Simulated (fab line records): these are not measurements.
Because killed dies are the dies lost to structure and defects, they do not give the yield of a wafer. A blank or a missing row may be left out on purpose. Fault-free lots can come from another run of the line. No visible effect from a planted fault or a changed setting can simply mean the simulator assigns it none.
fab line records ; flow n5-finfet
[record] lots = 6; wafers = 18; last-day = 17
route steps=1938 shown BEOL_M4@1074 PASSIVATION@1936
lots that met no fault: from a run of the same line without faults
start-h: start of the lot's first displayed wafer, in hours after the record's first day ; wait-h: hours since the lot's step before ; " unchanged from the row above ; L1.1+2: a single row standing in for several wafers ; - value missing, or start not given ; * or withheld: withheld ; < > ~ a bound
route shown NAME@n: names a module that has steps shown in the file, with the first one's number in the route ; usual: average and standard deviation across the fault-free wafers ; same: alike in all rows ; chamber/n: place in a boat ; sites: the reading at each site ; _std_site: how widely they spread, as a standard deviation ; _edge_site: outer sites' mean less inner sites' ; radius-mm: for every site, how far away it sits from the centre of the wafer ; mask NAME#n: copy n ; behind: tool/chamber where the wafer was last shaped ; hold: reason for holding the lot/hours on hold/outcome of the hold ; device: which transistor (n, p or np) failed to switch ; end of line: tests run on the same wafers once the route is complete ; a step given without rows: its recipe and nothing more ; killed: at the first sort, the dies lost to defects and structure; wafer yield is something else ; map: shows each die of a wafer: x if killed, . if not, _ if none is there
set.NAME: the setting the step ran with; set.NAME@STEP: the setting that earlier step ran with ; model.NAME: the simulator's own value behind a step, which no gauge read
certain route steps with their lots: each step a table, each wafer a row
services: from which hour (start-h, from the record's first day; less than 0 if before it) a tool's chamber was out of use, for how many hours, and why
[[steps]]
[step N5_BEOL_M4_HM_STRIP_39]
[recipe] chemistry = peroxide-tin-strip; material = TiN; target-depth-a = 250; temp-c = 50; time-s = 158
[step N5_BEOL_M4_SRD_40]
[recipe] time-s = 30; temp-c = 23; rinse-liquid = diw; dry = ipa-marangoni
[step N5_BEOL_M4_PRECLEAN_42]
[recipe] chemistry = residue-remover; time-s = 60; temp-c = 40
[step N5_BEOL_M4_SRD_43]
[recipe] time-s = 30; temp-c = 23; rinse-liquid = diw; dry = ipa-marangoni
[step N5_BEOL_M4_CD_MEAS_35]
[recipe] target-cd-nm = 18; target-cd-y-nm = 22.4; polarity = opening
[usual] cd-nm = 17.98/0.26
lot.wafer;tool;chamber;start-h;wait-h;cd-nm
L629.2;cd-sem-03;-;216.19;0.0;18.23
L629.3;cd-sem-03;-;216.19;0.0;17.93
L629.4;cd-sem-03;-;216.19;0.0;17.85
L630.1;cd-sem-01;-;221.16;0.0;18.58
L630.5;cd-sem-01;-;221.16;0.0;18.16
L630.6;cd-sem-01;-;221.16;0.0;18.21
L631.1;cd-sem-03;-;236.44;0.0;17.84
L631.4;cd-sem-03;-;236.44;0.0;18.23
L631.5;cd-sem-03;-;236.44;0.0;17.88
L633.1;cd-sem-01;-;238.83;0.0;17.75
L633.2;cd-sem-01;-;238.83;0.0;17.98
L633.5;cd-sem-01;-;238.83;0.0;17.62
L639.1;cd-sem-02;-;280.58;0.0;17.52
L639.3;cd-sem-02;-;280.58;0.0;18.22
L639.6;cd-sem-02;-;280.58;0.0;18.24
L640.1;cd-sem-03;-;297.43;0.0;18.22
L640.2;cd-sem-03;-;297.43;0.0;18.03
L640.3;cd-sem-03;-;297.43;0.0;18.30
[step N5_BEOL_M4_DEGAS_44]
[recipe] ambient = vacuum; temp-c = 250; time-s = 60
[step N5_BEOL_M4_PRE_CLEAN_45]
[recipe] gas = H2/He; time-s = 30; temp-c = 250
[usual] heater-power-w = 352/42
lot.wafer;tool;chamber;start-h;wait-h;heater-power-w
L629.2;pvd-sputter-03;-;216.35;0.0;302
L629.3;pvd-sputter-03;-;216.35;0.0;475
L629.4;pvd-sputter-03;-;216.35;0.0;396
L630.1;pvd-sputter-02;-;221.36;0.0;343
L630.5;pvd-sputter-02;-;221.36;0.0;339
L630.6;pvd-sputter-02;-;221.36;0.0;333
L631.1;pvd-sputter-02;-;236.85;0.0;288
L631.4;pvd-sputter-02;-;236.85;0.0;326
L631.5;pvd-sputter-02;-;236.85;0.0;316
L633.1;pvd-sputter-01;-;238.92;0.0;324
L633.2;pvd-sputter-01;-;238.92;0.0;373
L633.5;pvd-sputter-01;-;238.92;0.0;365
L639.1;pvd-sputter-02;-;280.99;0.0;344
L639.3;pvd-sputter-02;-;280.99;0.0;284
L639.6;pvd-sputter-02;-;280.99;0.0;349
L640.1;pvd-sputter-01;-;297.71;0.0;320
L640.2;pvd-sputter-01;-;297.71;0.0;359
L640.3;pvd-sputter-01;-;297.71;0.0;336
[step N5_BEOL_M4_ALD_84]
[recipe] material = TaN; target-thk-a = *; temp-c = 275; ald-precursor-family = PDMAT; ald-co-reactant = NH3; pressure-torr = 3; carrier-flow-sccm = 1500; pulse-time-s = 2; purge-time-s = 3; co-reactant-purge-time-s = 2; co-reactant-pulse-time-s = 3; ald-cycles = 30; precursor-vessel-temp-c = 75; precursor-vessel-pressure-torr = 26.25; precursor-vessel-carrier-sccm = 1000
[usual] heater-power-w = 450/38; mfc-carrier-sccm = 1500/4.8; precursor-vessel-carrier-sccm = 1000/3
[same] pulse-time-s = 2
lot.wafer;tool;chamber;start-h;wait-h;heater-power-w;mfc-carrier-sccm;precursor-vessel-carrier-sccm;since-wet-clean-h
L629.2;ald-metal-03;0;216.41;0.0;416;1501;1002;1418
L629.3;ald-metal-03;3;216.41;0.0;476;1507;1004;1418
L629.4;ald-metal-03;2;216.41;0.0;415;1502;997;1418
L630.1;ald-metal-03;1;221.42;0.0;440;1501;997;1423
L630.5;ald-metal-03;1;221.42;0.0;443;1499;1003;-
L630.6;ald-metal-03;2;221.42;0.0;425;1506;1000;-
L631.1;ald-metal-03;2;236.91;0.0;417;1497;1001;1438
L631.4;ald-metal-03;1;236.91;0.0;435;1506;999;1438
L631.5;ald-metal-03;2;236.91;0.0;419;1495;997;-
L633.1;ald-metal-01;0;238.98;0.0;410;1505;995;4517
L633.2;ald-metal-01;1;238.98;0.0;515;1494;1002;4517
L633.5;ald-metal-01;0;238.98;0.0;416;1507;996;-
L639.1;ald-metal-03;2;281.05;0.0;408;1507;1000;1482
L639.3;ald-metal-03;1;281.05;0.0;443;1506;1002;1482
L639.6;ald-metal-03;0;281.05;0.0;403;1502;1005;-
L640.1;ald-metal-02;2;297.83;0.1;497;1498;1002;6115
L640.2;ald-metal-02;3;297.83;0.1;515;1505;996;6115
L640.3;ald-metal-02;0;297.83;0.1;407;1501;995;6115
[step N5_BEOL_M4_SURFACE_TREAT_85]
[recipe] gas = Ar; time-s = *; ion-energy-ev = *; ion-current-ma-cm2 = 0.5; pressure-mtorr = *; ar-flow-sccm = 30
[usual] throttle-valve-pct = *
lot.wafer;tool;chamber;start-h;wait-h;throttle-valve-pct
L629.2;pvd-sputter-03;-;216.64;0.1;*
L629.3;pvd-sputter-03;-;216.64;0.1;*
L629.4;pvd-sputter-03;-;216.64;0.1;*
L630.1;pvd-sputter-02;-;221.65;0.1;*
L630.5;pvd-sputter-02;-;221.65;0.1;*
L630.6;pvd-sputter-02;-;221.65;0.1;*
L631.1;pvd-sputter-03;-;237.14;0.1;*
L631.4;pvd-sputter-03;-;237.14;0.1;*
L631.5;pvd-sputter-03;-;237.14;0.1;*
L633.1;pvd-sputter-03;-;239.33;0.2;*
L633.2;pvd-sputter-03;-;239.33;0.2;*
L633.5;pvd-sputter-03;-;239.33;0.2;*
L639.1;pvd-sputter-02;-;281.31;0.2;*
L639.3;pvd-sputter-02;-;281.31;0.2;*
L639.6;pvd-sputter-02;-;281.31;0.2;*
L640.1;pvd-sputter-02;-;298.09;0.2;*
L640.2;pvd-sputter-02;-;298.09;0.2;*
L640.3;pvd-sputter-02;-;298.09;0.2;*
[step N5_BEOL_M4_CVD_47]
[recipe] material = Co; target-thk-a = 30; temp-c = withheld; precursor = CCTBA/H2; pressure-torr = 30; time-s = 223.8
[step N5_BEOL_M4_SPUTTER_48]
[recipe] material = Cu; target-thk-a = 45; temp-c = -20; chamber-pressure-pa = 0.07; power-w = withheld; time-s = 8.29
[usual] chamber-pressure-pa = 0.07/0.00014; throttle-valve-pct = 30.0/0.57
lot.wafer;tool;chamber;start-h;wait-h;chamber-pressure-pa;throttle-valve-pct
L629.2;pvd-sputter-01;-;216.86;0.1;0.0699;30.0
L629.3;pvd-sputter-01;-;216.86;0.1;0.07001;31.0
L629.4;pvd-sputter-01;-;216.86;0.1;0.06996;30.4
L630.1;pvd-sputter-01;-;221.93;0.1;0.06994;30.0
L630.5;pvd-sputter-01;-;221.93;0.1;0.07011;30.4
L630.6;pvd-sputter-01;-;221.93;0.1;0.07022;29.8
L631.1;pvd-sputter-02;-;237.51;0.2;0.06983;30.3
L631.4;pvd-sputter-02;-;237.51;0.2;0.06986;29.1
L631.5;pvd-sputter-02;-;237.51;0.2;0.06993;30.3
L633.1;pvd-sputter-03;-;239.55;0.1;0.07011;29.7
L633.2;pvd-sputter-03;-;239.55;0.1;0.07003;30.6
L633.5;pvd-sputter-03;-;239.55;0.1;0.07013;29.1
L639.1;pvd-sputter-03;-;281.57;0.1;0.0699;29.5
L639.3;pvd-sputter-03;-;281.57;0.1;0.06997;29.2
L639.6;pvd-sputter-03;-;281.57;0.1;0.07019;29.6
L640.1;pvd-sputter-01;-;298.31;0.1;0.07026;30.1
L640.2;pvd-sputter-01;-;298.31;0.1;0.07006;31.1
L640.3;pvd-sputter-01;-;298.31;0.1;0.07003;29.7
[step N5_BEOL_M4_ANNEAL_49]
[recipe] temp-c = 400; time-s = 240; ambient = vacuum
[step N5_BEOL_M4_SPUTTER_79]
[recipe] material = Cu; target-thk-a = 45; temp-c = -20; chamber-pressure-pa = 0.07; power-w = withheld; time-s = 8.29
[usual] chamber-pressure-pa = 0.07002/0.00013; throttle-valve-pct = 30.0/0.58
lot.wafer;tool;chamber;start-h;wait-h;chamber-pressure-pa;throttle-valve-pct
L629.2;pvd-sputter-01;-;217.08;0.1;0.06999;30.3
L629.3;pvd-sputter-01;-;217.08;0.1;0.06992;30.5
L629.4;pvd-sputter-01;-;217.08;0.1;0.086;27.3
L630.1;pvd-sputter-01;-;222.15;0.1;0.07014;29.9
L630.5;pvd-sputter-01;-;222.15;0.1;0.08573;27.5
L630.6;pvd-sputter-01;-;222.15;0.1;0.07017;30.1
L631.1;pvd-sputter-02;-;237.73;0.1;0.06991;30.5
L631.4;pvd-sputter-02;-;237.73;0.1;0.07003;29.1
L631.5;pvd-sputter-02;-;237.73;0.1;0.07005;30.5
L633.1;pvd-sputter-03;-;239.77;0.1;0.07003;29.7
L633.2;pvd-sputter-03;-;239.77;0.1;0.07002;30.4
L633.5;pvd-sputter-03;-;239.77;0.1;0.07004;28.8
L639.1;pvd-sputter-03;-;281.79;0.1;0.06997;29.5
L639.3;pvd-sputter-03;-;281.79;0.1;0.07017;29.0
L639.6;pvd-sputter-03;-;281.79;0.1;0.06993;29.7
L640.1;pvd-sputter-01;-;298.53;0.1;0.07002;30.1
L640.2;pvd-sputter-01;-;298.53;0.1;0.07006;30.9
L640.3;pvd-sputter-01;-;298.53;0.1;0.07008;29.9
[step N5_BEOL_M4_ANNEAL_80]
[recipe] temp-c = 400; time-s = 240; ambient = vacuum
[usual] heater-power-w = 887/110
lot.wafer;tool;chamber;start-h;wait-h;heater-power-w
L629.2;pvd-sputter-01;-;217.16;0.0;923
L629.3;pvd-sputter-01;-;217.16;0.0;852
L629.4;pvd-sputter-01;-;217.16;0.0;904
L630.1;pvd-sputter-01;-;222.23;0.0;803
L630.5;pvd-sputter-01;-;222.23;0.0;903
L630.6;pvd-sputter-01;-;222.23;0.0;919
L631.1;pvd-sputter-02;-;237.81;0.0;708
L631.4;pvd-sputter-02;-;237.81;0.0;825
L631.5;pvd-sputter-02;-;237.81;0.0;868
L633.1;pvd-sputter-03;-;239.85;0.0;880
L633.2;pvd-sputter-03;-;239.85;0.0;1191
L633.5;pvd-sputter-03;-;239.85;0.0;794
L639.1;pvd-sputter-03;-;281.87;0.0;984
L639.3;pvd-sputter-03;-;281.87;0.0;765
L639.6;pvd-sputter-03;-;281.87;0.0;989
L640.1;pvd-sputter-01;-;298.61;0.0;926
L640.2;pvd-sputter-01;-;298.61;0.0;832
L640.3;pvd-sputter-01;-;298.61;0.0;821
[step N5_BEOL_M4_RC_MEAS_101]
[usual] DIBL_N = 36.1/1.3; DIBL_P = 36.3/1.4; IOFF_N = 0.162/0.024; IOFF_P = 0.22/0.033; ION_N = 674/9.9; ION_P = 464/7.6; SS_N = 71.6/0.53; SS_P = 73.4/0.55; VT_N = 249.4/2.9; VT_P = -249/3.3
lot.wafer;tool;chamber;start-h;wait-h;DIBL_N[mV/V];DIBL_P[mV/V];IOFF_N[nA/um];IOFF_P[nA/um];ION_N[uA/um];ION_P[uA/um];SS_N[mV/dec];SS_P[mV/dec];VT_N[mV];VT_P[mV]
L629.2;prober-02;0;220.15;0.2;34.4;35.1;0.156;0.19;683;461;70.5;73.3;249.4;-253
L629.3;prober-02;0;220.15;0.2;34.1;35.2;0.156;0.19;675;458;71.0;72.9;247.8;-252
L629.4;prober-02;0;220.15;0.2;34.4;35.0;0.154;0.18;673;457;71.1;73.1;248.1;-252
L630.1;prober-02;0;225.16;0.0;38.0;38.8;0.212;0.28;686;470;72.5;73.8;246.4;-245
L630.5;prober-02;0;225.16;0.0;37.4;37.9;0.196;0.27;687;466;72.3;74.5;248.2;-245
L630.6;prober-02;0;225.16;0.0;37.0;37.2;0.188;0.24;684;471;71.9;73.6;248.3;-248
L631.1;prober-02;0;240.54;0.0;35.2;35.4;0.142;0.21;667;461;71.7;73.3;252.1;-248
L631.4;prober-02;0;240.54;0.0;35.6;36.2;0.148;0.21;680;467;71.3;72.7;250.2;-250
L631.5;prober-02;0;240.54;0.0;35.8;36.0;0.148;0.22;670;458;71.4;73.0;250.9;-251
L633.1;prober-02;0;242.40;0.0;35.7;36.6;0.165;0.26;680;483;71.2;73.7;246.5;-243
L633.2;prober-02;0;242.40;0.0;37.1;37.8;0.181;0.27;680;479;71.7;73.7;244.9;-244
L633.5;prober-02;0;242.40;0.0;34.3;34.2;0.126;0.21;663;470;71.6;72.4;254.0;-248
L639.1;prober-02;0;284.43;0.0;37.2;36.5;0.175;0.22;676;465;72.1;74.0;247.9;-249
L639.3;prober-02;0;284.43;0.0;37.0;37.1;0.177;0.24;686;473;71.3;73.1;247.5;-246
L639.6;prober-02;0;284.43;0.0;37.1;37.2;0.180;0.24;680;463;71.5;73.3;245.3;-245
L640.1;prober-02;0;301.30;0.0;35.8;35.4;0.144;0.22;678;471;71.9;73.1;250.6;-244
L640.2;prober-02;0;301.30;0.0;36.7;36.2;0.161;0.24;676;466;71.8;72.6;245.9;-245
L640.3;prober-02;0;301.30;0.0;35.1;34.4;0.132;0.20;668;464;71.1;71.9;250.1;-248
[step N5_PASSIVATION_PROBE_49]
[usual] defect-limited-yield = 91.1/1.5; killed_at_M0_to_M3 = 36/11; killed_at_M4_up = 13/5; killed-at-contacts = 13/5; killed-at-front-end = 40/12; killed-at-other = 3.3/2.3; killed-dies = 106/17; killed-open = 70/13; killed-short = 34/7.6; sort_bin_5_function = 5.3/0.96; sort_bin_6_memory = 3.3/0.66; sort-n-pass = 1074/17; sort-yield-pct = 91.1/1.5
[same] gross-dies = 1180; killed-at-back-side = 0; sort_bin_4_leakage[%] = 0; sort_bin_8_speed[%] = 0
lot.wafer;tool;chamber;start-h;wait-h;defect-limited-yield[%];killed_at_M0_to_M3;killed_at_M4_up;killed-at-contacts;killed-at-front-end;killed-at-other;killed-dies;killed-open;killed-short;sort_bin_5_function[%];sort_bin_6_memory[%];sort-n-pass;sort-yield-pct[%]
L629.2;prober-01;-;312.25;0.1;89.5;42;17;27;31;7;124;76;48;6.3;3.6;1056;89.5
L629.3;prober-01;-;312.30;0.1;88.6;49;26;25;34;1;135;96;36;6.4;4.7;1045;88.6
L629.4;prober-01;-;312.35;0.2;89.0;51;8;15;55;1;130;85;44;6.3;4.6;1050;89.0
L639.1;prober-01;-;397.46;0.0;92.7;36;7;11;31;1;86;55;29;4.1;3.1;1094;92.7
L639.3;prober-01;-;397.56;0.1;89.8;37;9;11;63;0;120;87;32;6.6;3.6;1060;89.8
L639.6;prober-01;-;397.71;0.3;88.0;45;9;20;62;6;142;99;43;7.2;4.5;1038;88.0
// killed by level:class
L629.2 MOL_CONTACT_COAG:geometric-particle:open=23 FIN_SAQP:geometric-particle:short=12 BEOL_M0_SAQP:geometric-particle:open=10 BEOL_M0_SAQP:geometric-particle:short=10 BEOL_M1:geometric-particle:open=7 BEOL_M3:geometric-particle:open=7 BEOL_M2:geometric-particle:open=5 ILD0:geometric-particle:short=4
L629.3 MOL_CONTACT_COAG:geometric-particle:open=20 BEOL_M0_SAQP:geometric-particle:open=15 BEOL_M4:geometric-particle:open=12 BEOL_M0_SAQP:geometric-particle:short=9 FIN_SAQP:geometric-particle:open=8 BEOL_M1:geometric-particle:open=6 MOL_CONTACT_COAG:geometric-particle:short=5 BEOL_M3:geometric-particle:open=5
L629.4 MOL_CONTACT_COAG:geometric-particle:open=13 BEOL_M3:geometric-particle:open=11 BEOL_M0_SAQP:geometric-particle:short=10 FIN_SAQP:geometric-particle:short=9 FIN_SAQP:geometric-particle:open=8 STI_FIN_REVEAL:geometric-particle:open=7 BEOL_M0_SAQP:geometric-particle:open=7 GATE_CUT:geometric-particle:open=6
L639.1 BEOL_M2:geometric-particle:open=16 MOL_CONTACT_COAG:geometric-particle:open=9 BEOL_M0_SAQP:geometric-particle:short=9 DUMMY_GATE:geometric-particle:open=6 FIN_SAQP:geometric-particle:open=5 STARTING-WAFER:geometric-particle:open=5 BEOL_M0_SAQP:geometric-particle:open=4 BEOL_M2:geometric-particle:short=4
L639.3 STI_FIN_REVEAL:geometric-particle:open=24 MOL_CONTACT_COAG:geometric-particle:open=11 DUMMY_GATE:geometric-particle:open=10 BEOL_M0_SAQP:geometric-particle:short=10 BEOL_M0_SAQP:geometric-particle:open=8 FIN_SAQP:geometric-particle:short=7 BEOL_M2:geometric-particle:open=7 GATE_CUT:geometric-particle:open=5
L639.6 BEOL_M0_SAQP:geometric-particle:open=20 STI_FIN_REVEAL:geometric-particle:open=19 MOL_CONTACT_COAG:geometric-particle:open=17 FIN_SAQP:geometric-particle:short=13 BEOL_M2:geometric-particle:open=9 DUMMY_GATE:geometric-particle:open=7 BEOL_M0_SAQP:geometric-particle:short=7 STI_FIN_REVEAL:geometric-particle:short=6
[[services]]
tool;chamber;start-h;hours;kind
ald-metal-01;-;197.01;14.6;pm
ald-metal-02;0;227.46;3.2;repair
ald-metal-02;-;290.11;1.2;repair
ald-metal-02;-;294.46;0.6;repair
[[key]]
[first-sign] step = N5_BEOL_M4_SPUTTER_79; reading = chamber-pressure-pa; direction = up; sigmas = 99+; usual = 0.07002; struck = 0.08586
[effect] step = N5_BEOL_M4_SPUTTER_79; reading = throttle-valve-pct; direction = down; sigmas = 4.4; usual = *; struck = *
met-at N5_BEOL_M4_SPUTTER_79
struck-wafers L629.4,L630.5
[fault] kind = process-parameter-drift; tool = pvd-sputter-01; chamber = -; onset-h = 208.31; steps = N5_BEOL_M4_SPUTTER_79; channel = chamber-pressure-pa; offset = 0.016041; shape = step; end-h = 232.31; acts-in = these-recipes-only; stated = 0.07; scope = struck-wafers-only
